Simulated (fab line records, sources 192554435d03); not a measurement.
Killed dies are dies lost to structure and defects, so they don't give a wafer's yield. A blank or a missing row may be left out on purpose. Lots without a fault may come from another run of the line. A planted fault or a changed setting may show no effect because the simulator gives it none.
fab line records | flow n5_finfet
record lots=10 wafers=30 last_day=18
route steps=1938 shown BEOL_M11@1539 PASSIVATION@1936
lots that met no fault: from a run of the same line without faults
start_h: hours from the record's first day to the start of the lot's first wafer shown | wait_h: hours since the lot's step before | " the same as in the row above | L1.1+2: a row that stands for several wafers | - no value, or no start given | * or withheld: withheld | < > ~ a bound
route shown NAME@n: a module of which the file shows steps, and the number in the route of the first | usual: mean/standard deviation of fault-free wafers | same: alike in all rows | chamber/n: place in a boat | sites: the reading at each site | _std_site: their standard deviation | _edge_site: outer sites' mean less inner sites' | radius_mm: how far each site lies from the wafer's centre | mask NAME#n: copy n | behind: the tool/chamber that last shaped the wafer | hold: why the lot was held/for how many hours/how that ended | device: the transistor (n, p or np) that didn't switch | end of line: the same wafers' tests at the end of the route | a step without rows: its recipe alone | killed: dies lost to structure and defects at the first sort, not the wafer's yield | map: a wafer's dies, x killed, . not, _ none there
set.NAME: the setting as run; set.NAME@STEP: as run at that earlier step | model.NAME: the simulator's own value behind a step, which no gauge read
steps of the route over a sample of lots; a table a step, a row a wafer
services: from which hour (start_h, from the record's first day; less than 0 if before it) a tool's chamber was out of use, for how many hours, and why
## steps
# step N5_BEOL_M11_PECVD_70
# recipe material=SiO2 target_thk_a=200 temp_c=400 precursor=TEOS/O2 pressure_torr=5.5 rf_w=450 teos_flow_sccm=53.8 gas=O2 flow_sccm=3000 time_s=22.7
# usual heater_power_outer_w=411/56 heater_power_w=710/76 showerhead_plenum_p_Torr=8.79/0.047 susceptor_temp_C=400.03/0.2 throttle_valve_pct=22.6/1.2
# columns lot.wafer tool chamber start_h wait_h heater_power_outer_w heater_power_w showerhead_plenum_p_Torr susceptor_temp_C throttle_valve_pct
L372.3 pecvd-01 2 239.30 0.0 370 648 8.88 399.97 21.8
L372.5 " 1 " " 408 768 8.72 400.35 22.4
L372.6 " 0 " " 447 748 8.77 399.71 21.8
L371.4 pecvd-04 2 256.65 0.1 342 674 8.87 399.89 22.4
L371.5 " 1 " " 488 784 8.79 400.38 24.4
L371.6 " 0 " " 440 786 8.82 400.19 21.5
L375.1 pecvd-02 2 288.48 0.0 433 736 8.76 400.18 21.0
L375.4 " 2 " " 441 710 8.77 400.03 21.0
L375.5 " 1 " " 398 682 8.76 400.11 24.9
L377.1 pecvd-04 1 290.21 0.0 443 731 8.78 400.05 24.6
L377.3 " 2 " " 330 675 8.86 399.80 22.7
L377.4 " 2 " " 337 667 8.88 399.70 22.9
L379.1 pecvd-02 1 298.19 0.0 340 637 8.75 400.13 24.7
L379.2 " 2 " " 402 687 8.80 400.12 20.9
L379.5 " 0 " " 384 644 8.75 399.64 23.3
L381.3 pecvd-04 2 304.88 0.0 311 651 8.83 400.00 22.4
L381.4 " 0 " " 435 787 8.77 399.86 21.8
L381.6 " 1 " " 527 817 8.77 400.14 24.4
L383.2 pecvd-04 0 314.16 0.0 392 743 8.80 400.06 21.8
L383.4 " 2 " " 284 618 8.86 399.85 22.7
L383.6 " 1 " " 512 794 8.81 400.08 24.5
L389.2 pecvd-02 0 354.77 0.0 351 620 8.75 400.39 23.5
L389.4 " 2 " " 460 740 8.78 400.05 21.0
L389.5 " 0 " " 362 602 8.80 400.20 23.2
L390.1 pecvd-02 0 368.32 0.0 332 565 8.78 400.08 23.4
L390.2 " 1 " " 347 630 8.73 400.00 24.6
L390.3 " 2 " " 474 788 8.79 399.82 21.3
L391.3 pecvd-01 2 372.12 0.0 394 682 8.85 400.29 22.0
L391.5 " 1 " " 531 939 8.69 399.96 22.5
L391.6 " 0 " " 421 699 8.76 400.17 22.0
# step N5_BEOL_M11_PRE_CLEAN_45
# recipe gas=H2/He time_s=30 temp_c=250
# usual heater_power_w=331/24 susceptor_temp_C=250.00/0.18
# same time_s=30
# columns lot.wafer tool chamber start_h wait_h heater_power_w susceptor_temp_C
L372.3 pvd_sputter-01 - 246.03 0.0 330 250.51
L372.5 " - " " 325 250.20
L372.6 " - " " 375 249.91
L371.4 pvd_sputter-02 - 261.43 0.0 347 249.71
L371.5 " - " " 312 250.21
L371.6 " - " " 318 250.01
L375.1 pvd_sputter-01 - 294.31 0.0 314 250.00
L375.4 " - " " 312 250.17
L375.5 " - " " 322 250.11
L377.1 pvd_sputter-01 - 294.75 0.0 326 249.96
L377.3 " - " " 313 250.28
L377.4 " - " " 364 249.93
L379.1 pvd_sputter-03 - 302.28 0.0 322 249.86
L379.2 " - " " 317 249.92
L379.5 " - " " 307 249.87
L381.3 pvd_sputter-02 - 310.30 0.0 339 249.83
L381.4 " - " " 322 249.57
L381.6 " - " " 353 249.95
L383.2 pvd_sputter-01 - 319.86 0.0 303 250.05
L383.4 " - " " 301 249.86
L383.6 " - " " 368 250.18
L389.2 pvd_sputter-03 - 360.35 0.0 310 249.58
L389.4 " - " " 374 250.05
L389.5 " - " " 307 250.33
L390.1 pvd_sputter-02 - 372.71 0.0 317 249.82
L390.2 " - " " 350 250.03
L390.3 " - " " 336 249.93
L391.3 pvd_sputter-02 - 376.31 0.0 327 249.80
L391.5 " - " " 330 250.01
L391.6 " - " " 317 249.79
# step N5_BEOL_M11_CMP_52
# recipe stop_on=SiCOH_lowk t_overpolish_s=7 down_force_psi=1 platen_rpm=50 clearing_platen_down_force_psi=1.5 clearing_platen_rpm=50 post_cmp_clean=cu_alkaline target_thk_nm=140 clearing_platen_pad_velocity_m_s=0.99484 pad_velocity_m_s=0.99484
# usual barrier_field_endpoint_s=28.7/0.91 motor_current_A=5.7/0.64
# columns lot.wafer tool chamber start_h wait_h barrier_field_endpoint_s motor_current_A
L372.3 cmp-01 3 249.04 0.2 28.6 4.9
L372.6 " 3 " " 29.2 4.8
L372.5 " 0 " " 29.0 6.4
L371.4 cmp-04 1 262.88 0.2 28.9 6.1
L371.5 " 3 " " 27.9 5.7
L371.6 " 0 " " 29.7 6.5
L375.4 cmp-01 3 295.57 0.2 27.7 4.9
L375.1 " 0 " " 28.3 6.2
L375.5 " 2 " " 28.5 6.0
L377.1 cmp-03 2 296.74 0.3 29.7 5.7
L377.3 " 3 " " 29.5 6.3
L377.4 " 1 " " 30.1 5.4
L379.1 cmp-04 3 303.87 0.3 27.9 6.5
L379.2 " 0 " " 29.6 6.6
L379.5 " 0 " " 29.0 6.1
L381.3 cmp-04 1 311.60 0.2 29.1 5.6
L381.4 " 2 " " 29.2 5.6
L381.6 " 2 " " 35.7 5.5
L383.2 cmp-01 0 322.66 0.5 28.8 6.6
L383.4 " 1 " " 28.2 4.9
L383.6 " 2 " " 36.8 6.1
L389.2 cmp-01 1 363.18 0.2 27.0 5.2
L389.4 " 3 " " 27.5 4.8
L389.5 " 1 " " 27.7 4.8
L390.1 cmp-04 2 375.46 0.5 28.1 5.9
L390.3 " 0 " " 28.8 6.3
L390.2 " 1 " " 28.3 5.9
L391.3 cmp-03 3 378.03 0.2 29.3 6.6
L391.5 " 3 " " 29.7 6.3
L391.6 " 0 " " 29.3 5.2
# step N5_BEOL_M11_THK_MEAS_53
# recipe thk_meas_gauge=xrf reads=Cu_of_BEOL_M11_ECD_50
# usual M11_THK=140/3.4
# columns lot.wafer tool chamber start_h wait_h M11_THK[nm]
L372.3 film_metro-02 - 249.34 - 140
L372.5 " - " " 143
L372.6 " - " " 143
L371.4 film_metro-01 - 263.10 - 140
L371.5 " - " " 136
L371.6 " - " " 137
L375.1 film_metro-01 - 295.79 - 138
L375.4 " - " " 143
L375.5 " - " " 137
L377.1 film_metro-02 - 297.03 - 145
L377.3 " - " " 139
L377.4 " - " " 146
L379.1 film_metro-01 - 304.16 - 136
L379.2 " - " " 146
L379.5 " - " " 138
L381.3 film_metro-01 - 311.89 - 144
L381.4 " - " " 137
L381.6 " - " " 143
L383.2 film_metro-01 - 322.88 - 146
L383.4 " - " " 143
L383.6 " - " " 145
L389.2 film_metro-02 - 363.47 - 136
L389.4 " - " " 140
L389.5 " - " " 137
L390.1 film_metro-02 - 375.75 - 139
L390.2 " - " " 136
L390.3 " - " " 140
L391.3 film_metro-01 - 378.33 - 147
L391.5 " - " " 140
L391.6 " - " " 144
# step N5_BEOL_M11_DEP_56
# recipe material=SiCN target_thk_a=300 temp_c=withheld precursor=3MS/NH3 pressure_torr=3 rf_w=675 time_s=10.5
# usual showerhead_plenum_p_Torr=4.164/0.017 throttle_valve_pct=18.2/0.96
# same time_s=10.5
# columns lot.wafer tool chamber start_h wait_h showerhead_plenum_p_Torr throttle_valve_pct
L372.3 pecvd-01 2 249.40 0.0 4.182 17.5
L372.5 " 1 " " 4.138 18.2
L372.6 " 0 " " 4.154 17.8
L371.4 pecvd-01 0 263.19 0.0 4.155 17.5
L371.5 " 0 " " 4.149 17.4
L371.6 " 2 " " 4.184 17.6
L375.1 pecvd-02 2 295.86 0.0 4.165 17.0
L375.4 " 2 " " 4.155 16.9
L375.5 " 0 " " 4.147 18.6
L377.1 pecvd-01 2 297.11 0.0 4.188 17.5
L377.3 " 2 " " 4.191 17.6
L377.4 " 0 " " 4.159 17.5
L379.1 pecvd-04 1 304.22 0.0 4.160 20.0
L379.2 " 2 " " 4.172 18.2
L379.5 " 2 " " 4.196 18.2
L381.3 pecvd-04 0 311.95 0.0 4.179 17.6
L381.4 " 0 " " 4.167 18.0
L381.6 " 2 " " 4.189 18.4
L383.2 pecvd-04 1 322.94 0.0 4.162 19.6
L383.4 " 0 " " 4.163 17.5
L383.6 " 2 " " 4.178 18.2
L389.2 pecvd-01 2 363.53 0.0 4.192 17.6
L389.4 " 1 " " 4.148 18.1
L389.5 " 0 " " 4.157 17.5
L390.1 pecvd-04 2 375.81 0.0 4.203 18.7
L390.2 " 1 " " 4.171 19.9
L390.3 " 0 " " 4.163 17.7
L391.3 pecvd-02 1 378.39 0.0 4.138 19.9
L391.5 " 2 " " 4.162 17.3
L391.6 " 0 " " 4.164 18.9
# step N5_PASSIVATION_PROBE_49
# usual defect_limited_yield=91.1/1.4 killed_at_M0_to_M3=34/9.7 killed_at_M4_up=13/5.1 killed_at_contacts=14/6.3 killed_at_front_end=40/11 killed_at_other=3.5/2.7 killed_dies=105/16 killed_open=70/12 killed_short=34/7.8 sort_bin_5_function=5.2/0.88 sort_bin_6_memory=3.3/0.7 sort_n_pass=1074/17 sort_yield_pct=91.0/1.5
# same gross_dies=1180 killed_at_back_side=0 sort_bin_4_leakage[%]=0 sort_bin_8_speed[%]=0
# columns lot.wafer tool chamber start_h wait_h defect_limited_yield[%] killed_at_M0_to_M3 killed_at_M4_up killed_at_contacts killed_at_front_end killed_at_other killed_dies killed_open killed_short sort_bin_5_function[%] sort_bin_6_memory[%] sort_n_pass sort_yield_pct[%]
L372.3 prober-01 - 291.88 0.1 90.6 43 8 17 43 0 111 71 35 6.4 2.2 1069 90.6
L372.5 prober-01 - 291.98 0.2 91.7 29 8 18 42 1 98 65 32 4.9 3.2 1082 91.7
L372.6 prober-01 - 292.03 0.3 91.4 25 7 31 37 1 101 70 31 5.3 2.6 1079 91.4
L371.4 prober-02 - 298.22 0.2 90.1 58 10 18 29 2 117 87 30 5.3 4.4 1063 90.1
L371.5 prober-02 - 298.27 0.2 91.9 32 12 13 36 2 95 68 26 4.5 3.3 1085 91.9
L371.6 prober-02 - 298.32 0.3 93.0 30 7 10 33 3 83 48 33 4.7 2.2 1097 93.0
L375.1 prober-01 - 331.31 0.0 90.1 46 17 29 23 2 117 80 36 5.4 4.2 1063 90.1
L375.4 prober-01 - 331.46 0.2 90.2 40 17 22 34 3 116 83 33 6.0 3.6 1064 90.2
L375.5 prober-01 - 331.51 0.2 89.9 40 15 21 37 6 119 78 40 6.4 3.6 1061 89.9
L377.1 prober-02 - 339.04 0.0 93.5 21 11 4 41 0 77 48 29 3.7 2.5 1103 93.5
L377.3 prober-02 - 339.14 0.1 93.1 22 9 4 42 4 81 48 33 4.1 2.5 1099 93.1
L379.2 prober-01 - 339.37 0.1 91.4 24 22 21 24 10 101 61 40 5.5 2.8 1079 91.4
L379.5 prober-01 - 339.52 0.2 91.6 31 18 19 22 9 99 62 35 5.2 2.7 1081 91.6
L381.3 prober-01 - 357.51 0.1 92.9 28 10 14 27 5 84 60 23 4.2 2.5 1096 92.9
L381.4 prober-01 - 357.56 0.2 92.4 26 5 7 42 10 90 66 24 4.4 3.1 1090 92.4
L381.6 prober-01 - 357.66 0.3 92.7 36 10 5 30 5 86 57 27 4.7 2.2 1094 92.7
L383.2 prober-02 - 368.75 0.1 92.2 29 9 13 41 0 92 66 25 5.2 2.5 1088 92.2
L383.4 prober-02 - 368.85 0.2 92.6 21 18 10 38 0 87 55 26 3.8 3.1 1093 92.6
L383.6 prober-02 - 368.95 0.3 90.5 52 8 13 32 7 112 77 32 5.3 4.2 1068 90.5
L389.2 prober-01 - 403.13 0.1 88.7 40 16 6 68 3 133 89 44 6.2 4.4 1047 88.7
L389.4 prober-01 - 403.23 0.2 92.5 24 16 3 45 0 88 51 37 4.5 2.5 1092 92.5
L389.5 prober-01 - 403.28 0.2 93.1 23 14 4 39 1 81 49 31 3.7 2.8 1099 93.1
L390.1 prober-01 - 407.51 0.0 91.2 31 10 10 52 1 104 73 29 5.3 3.1 1076 91.2
L390.2 prober-01 - 407.56 0.1 92.4 30 12 7 39 2 90 62 28 4.9 2.6 1090 92.4
L390.3 prober-01 - 407.61 0.1 92.3 31 8 9 40 3 91 58 33 4.7 2.5 1089 92.3
L391.3 prober-01 - 423.82 0.1 91.2 25 15 10 49 5 104 70 34 5.6 3.1 1076 91.2
L391.5 prober-01 - 423.92 0.2 88.7 32 28 8 62 3 133 90 43 7.5 3.6 1047 88.7
L391.6 prober-01 - 423.97 0.3 87.8 40 18 21 63 2 144 107 37 7.5 4.5 1036 87.8
# killed by level:class
L372.3 BEOL_M0_SAQP:geometric_particle:short=15 MOL_CONTACT_COAG:geometric_particle:open=14 BEOL_M0_SAQP:geometric_particle:open=13 DUMMY_GATE:geometric_particle:open=10 BEOL_M2:geometric_particle:open=7 FIN_SAQP:geometric_particle:open=5 FIN_SAQP:geometric_particle:short=5 GATE_CUT:geometric_particle:short=5
L372.5 MOL_CONTACT_COAG:geometric_particle:open=14 BEOL_M0_SAQP:geometric_particle:open=12 DUMMY_GATE:geometric_particle:open=9 FIN_SAQP:geometric_particle:open=7 BEOL_M0_SAQP:geometric_particle:short=6 DUMMY_GATE:geometric_particle:short=5 BEOL_M2:geometric_particle:open=5 STARTING-WAFER:geometric_particle:open=5
L372.6 MOL_CONTACT_COAG:geometric_particle:open=25 FIN_SAQP:geometric_particle:open=9 BEOL_M0_SAQP:geometric_particle:short=8 BEOL_M0_SAQP:geometric_particle:open=8 FIN_SAQP:geometric_particle:short=7 DUMMY_GATE:geometric_particle:open=6 MOL_CONTACT_COAG:geometric_particle:short=6 BEOL_M4:geometric_particle:open=6
L371.4 BEOL_M0_SAQP:geometric_particle:open=17 MOL_CONTACT_COAG:geometric_particle:open=16 BEOL_M2:geometric_particle:open=13 STI_FIN_REVEAL:geometric_particle:open=11 BEOL_M0_SAQP:geometric_particle:short=10 BEOL_M3:geometric_particle:open=10 FIN_SAQP:geometric_particle:short=6 DUMMY_GATE:geometric_particle:open=4
L371.5 MOL_CONTACT_COAG:geometric_particle:open=12 GATE_CUT:geometric_particle:short=8 BEOL_M0_SAQP:geometric_particle:open=7 BEOL_M3:geometric_particle:open=7 BEOL_M0_SAQP:geometric_particle:short=6 DUMMY_GATE:geometric_particle:open=6 STI_FIN_REVEAL:geometric_particle:open=5 BEOL_M2:geometric_particle:open=5
L371.6 FIN_SAQP:geometric_particle:short=11 BEOL_M0_SAQP:geometric_particle:short=11 MOL_CONTACT_COAG:geometric_particle:open=7 FIN_SAQP:geometric_particle:open=5 BEOL_M1:geometric_particle:open=5 BEOL_M0_SAQP:geometric_particle:open=5 BEOL_M0:geometric_particle:open=4 BEOL_M3:geometric_particle:open=4
L375.1 MOL_CONTACT_COAG:geometric_particle:open=22 BEOL_M0_SAQP:geometric_particle:short=18 BEOL_M0_SAQP:geometric_particle:open=14 STI_FIN_REVEAL:geometric_particle:open=10 BEOL_M4:geometric_particle:open=8 MOL_CONTACT_COAG:geometric_particle:short=7 BEOL_M2:geometric_particle:open=6 FIN_SAQP:geometric_particle:open=5
L375.4 MOL_CONTACT_COAG:geometric_particle:open=21 BEOL_M0_SAQP:geometric_particle:short=12 BEOL_M0_SAQP:geometric_particle:open=10 BEOL_M4:geometric_particle:open=10 STI_FIN_REVEAL:geometric_particle:open=8 BEOL_M1:geometric_particle:open=7 DUMMY_GATE:geometric_particle:open=6 BEOL_M1:geometric_particle:short=4
L375.5 MOL_CONTACT_COAG:geometric_particle:open=15 STI_FIN_REVEAL:geometric_particle:open=12 BEOL_M0_SAQP:geometric_particle:open=12 BEOL_M0_SAQP:geometric_particle:short=9 BEOL_M2:geometric_particle:open=8 BEOL_M4:geometric_particle:open=8 MOL_CONTACT_COAG:geometric_particle:short=6 STI_FIN_REVEAL:geometric_particle:short=5
L377.1 STI_FIN_REVEAL:geometric_particle:open=13 FIN_SAQP:geometric_particle:short=8 BEOL_M0_SAQP:geometric_particle:short=6 BEOL_M0_SAQP:geometric_particle:open=5 BEOL_M4:geometric_particle:open=5 FIN_SAQP:geometric_particle:open=4 BEOL_M1:geometric_particle:open=4 STARTING-WAFER:geometric_particle:short=3
L377.3 BEOL_M0_SAQP:geometric_particle:open=8 FIN_SAQP:geometric_particle:open=6 FIN_SAQP:geometric_particle:short=6 STI_FIN_REVEAL:geometric_particle:open=6 ILD0:geometric_particle:open=6 BEOL_M0_SAQP:geometric_particle:short=6 MOL_CONTACT_COAG:geometric_particle:open=4 BEOL_M4:geometric_particle:open=4
L379.2 MOL_CONTACT_COAG:geometric_particle:open=16 BEOL_M0_SAQP:geometric_particle:short=9 BEOL_M4:geometric_particle:open=9 STARTING-WAFER:geometric_particle:short=5 MOL_CONTACT_COAG:geometric_particle:short=5 BEOL_M0_SAQP:geometric_particle:open=5 GATE_CUT:geometric_particle:short=4 PASS1_DEP:geometric_particle:short=4
L379.5 MOL_CONTACT_COAG:geometric_particle:open=16 BEOL_M4:geometric_particle:open=6 STI_FIN_REVEAL:geometric_particle:open=5 BEOL_M0_SAQP:geometric_particle:open=5 BEOL_M2:geometric_particle:short=5 BEOL_M3:geometric_particle:open=5 DUMMY_GATE:geometric_particle:open=4 BEOL_M1:geometric_particle:open=4
L381.3 MOL_CONTACT_COAG:geometric_particle:open=14 BEOL_M2:geometric_particle:open=8 BEOL_M0_SAQP:geometric_particle:short=7 FIN_SAQP:geometric_particle:open=6 BEOL_M0_SAQP:geometric_particle:open=6 FIN_SAQP:geometric_particle:short=4 BEOL_M1:geometric_particle:open=4 DUMMY_GATE:geometric_particle:open=3
L381.4 STI_FIN_REVEAL:geometric_particle:open=14 FIN_SAQP:geometric_particle:open=6 BEOL_M2:geometric_particle:open=6 BEOL_M3:geometric_particle:open=6 MOL_CONTACT_COAG:geometric_particle:open=5 DUMMY_GATE:geometric_particle:open=4 MIM_TOP_ETCH:geometric_particle:open=4 BEOL_M0_SAQP:geometric_particle:open=4
L381.6 BEOL_M1:geometric_particle:open=9 STI_FIN_REVEAL:geometric_particle:open=8 BEOL_M0_SAQP:geometric_particle:short=7 BEOL_M2:geometric_particle:open=7 FIN_SAQP:geometric_particle:short=6 BEOL_M0_SAQP:geometric_particle:open=6 MOL_CONTACT_COAG:geometric_particle:open=5 FIN_SAQP:geometric_particle:open=4
L383.2 FIN_SAQP:geometric_particle:open=15 FIN_SAQP:geometric_particle:short=11 MOL_CONTACT_COAG:geometric_particle:open=11 BEOL_M2:geometric_particle:open=8 BEOL_M3:geometric_particle:open=7 STI_FIN_REVEAL:geometric_particle:open=5 BEOL_M0_SAQP:geometric_particle:short=4 ILD0:geometric_particle:open=3
L383.4 FIN_SAQP:geometric_particle:open=10 BEOL_M2:geometric_particle:open=10 BEOL_M4:geometric_particle:open=8 MOL_CONTACT_COAG:geometric_particle:open=7 STI_FIN_REVEAL:geometric_particle:open=5 FIN_SAQP:geometric_particle:short=4 BEOL_M0_SAQP:geometric_particle:short=4 HKMG_FIN:area_etch=4
L383.6 MOL_CONTACT_COAG:geometric_particle:open=10 BEOL_M2:geometric_particle:open=10 BEOL_M0_SAQP:geometric_particle:open=9 BEOL_M3:geometric_particle:open=9 STI_FIN_REVEAL:geometric_particle:open=8 BEOL_M0_SAQP:geometric_particle:short=8 BEOL_M1:geometric_particle:open=7 FIN_SAQP:geometric_particle:open=6
L389.2 FIN_SAQP:geometric_particle:short=19 FIN_SAQP:geometric_particle:open=19 BEOL_M2:geometric_particle:open=15 BEOL_M1:geometric_particle:open=14 STI_FIN_REVEAL:geometric_particle:open=8 MOL_CONTACT_COAG:geometric_particle:open=6 GATE_CUT:geometric_particle:short=6 BEOL_M3:geometric_particle:open=4
L389.4 FIN_SAQP:geometric_particle:open=10 FIN_SAQP:geometric_particle:short=7 BEOL_M0_SAQP:geometric_particle:open=6 BEOL_M1:geometric_particle:open=6 STI_FIN_REVEAL:geometric_particle:open=5 GATE_CUT:geometric_particle:short=5 BEOL_M4:geometric_particle:short=5 STARTING-WAFER:geometric_particle:short=5
L389.5 FIN_SAQP:geometric_particle:open=13 FIN_SAQP:geometric_particle:short=9 BEOL_M1:geometric_particle:open=8 BEOL_M4:geometric_particle:short=7 BEOL_M0_SAQP:geometric_particle:open=5 BEOL_M2:geometric_particle:open=5 STI_FIN_REVEAL:geometric_particle:open=4 DUMMY_GATE:geometric_particle:short=3
L390.1 FIN_SAQP:geometric_particle:open=14 FIN_SAQP:geometric_particle:short=10 BEOL_M0_SAQP:geometric_particle:open=10 MOL_CONTACT_COAG:geometric_particle:open=9 STI_FIN_REVEAL:geometric_particle:open=6 BEOL_M3:geometric_particle:open=6 BEOL_M0_SAQP:geometric_particle:short=4 BEOL_M2:geometric_particle:open=4
L390.2 FIN_SAQP:geometric_particle:open=10 BEOL_M0_SAQP:geometric_particle:open=9 BEOL_M4:geometric_particle:open=7 FIN_SAQP:geometric_particle:short=5 MOL_CONTACT_COAG:geometric_particle:open=5 BEOL_M1:geometric_particle:open=5 BEOL_M2:geometric_particle:open=5 STI_FIN_REVEAL:geometric_particle:open=4
L390.3 FIN_SAQP:geometric_particle:short=17 FIN_SAQP:geometric_particle:open=9 BEOL_M3:geometric_particle:open=9 MOL_CONTACT_COAG:geometric_particle:open=7 BEOL_M0_SAQP:geometric_particle:open=6 BEOL_M1:geometric_particle:open=6 DUMMY_GATE:geometric_particle:open=5 GATE_CUT:geometric_particle:short=4
L391.3 STI_FIN_REVEAL:geometric_particle:open=22 BEOL_M0_SAQP:geometric_particle:open=10 MOL_CONTACT_COAG:geometric_particle:open=9 BEOL_M4:geometric_particle:short=7 STI_FIN_REVEAL:geometric_particle:short=6 BEOL_M0_SAQP:geometric_particle:short=5 FIN_SAQP:geometric_particle:open=4 FIN_SAQP:geometric_particle:short=4
L391.5 STI_FIN_REVEAL:geometric_particle:open=18 FIN_SAQP:geometric_particle:open=12 BEOL_M5:geometric_particle:open=10 GATE_CUT:geometric_particle:short=9 FIN_SAQP:geometric_particle:short=8 MOL_CONTACT_COAG:geometric_particle:open=7 BEOL_M1:geometric_particle:open=6 BEOL_M1:geometric_particle:short=6
L391.6 STI_FIN_REVEAL:geometric_particle:open=30 MOL_CONTACT_COAG:geometric_particle:open=20 BEOL_M0_SAQP:geometric_particle:open=12 FIN_SAQP:geometric_particle:open=10 BEOL_M0_SAQP:geometric_particle:short=8 BEOL_M2:geometric_particle:open=8 STI_FIN_REVEAL:geometric_particle:short=7 BEOL_M4:geometric_particle:open=7
## services
# columns tool chamber start_h hours kind
pecvd-02 - 222.48 6.0 pm
pecvd-01 - 224.41 0.5 repair
cmp-03 - 236.80 5.6 repair
pecvd-01 1 254.45 48.9 repair
pecvd-01 2 264.95 6.6 repair
cmp-01 - 283.72 1.5 repair
cmp-03 - 306.40 12.4 repair
cmp-01 - 307.11 0.3 repair
cmp-04 - 319.06 4.5 pm
cmp-03 - 327.81 1.2 repair
cmp-03 - 334.16 4.0 pm
cmp-03 - 341.96 12.1 pm
pvd_sputter-01 - 350.73 6.6 repair
pecvd-02 1 353.20 5.5 scheduled_down
pecvd-02 - 361.59 2.8 pm
cmp-04 - 368.60 2.1 repair
cmp-01 - 375.65 4.4 pm
## key
first_sign step=N5_BEOL_M11_CMP_52 reading=barrier_field_endpoint_s direction=up sigmas=8.2 usual=28.7 struck=36.2
effect none on later readings
met_at N5_BEOL_M11_PECVD_70
struck_lots L381,L383
struck_wafers L381.6,L383.6
not_acting_at N5_BEOL_M11_PRE_CLEAN_45,N5_BEOL_M11_THK_MEAS_53,N5_BEOL_M11_DEP_56
onset_between 290.21 304.88
fault kind=process_parameter_drift tool=pecvd-04 chamber=1 onset_h=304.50 steps=N5_BEOL_M11_PECVD_70 channel=time_s offset=* shape=step end_h=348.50 acts_in=* stated=*
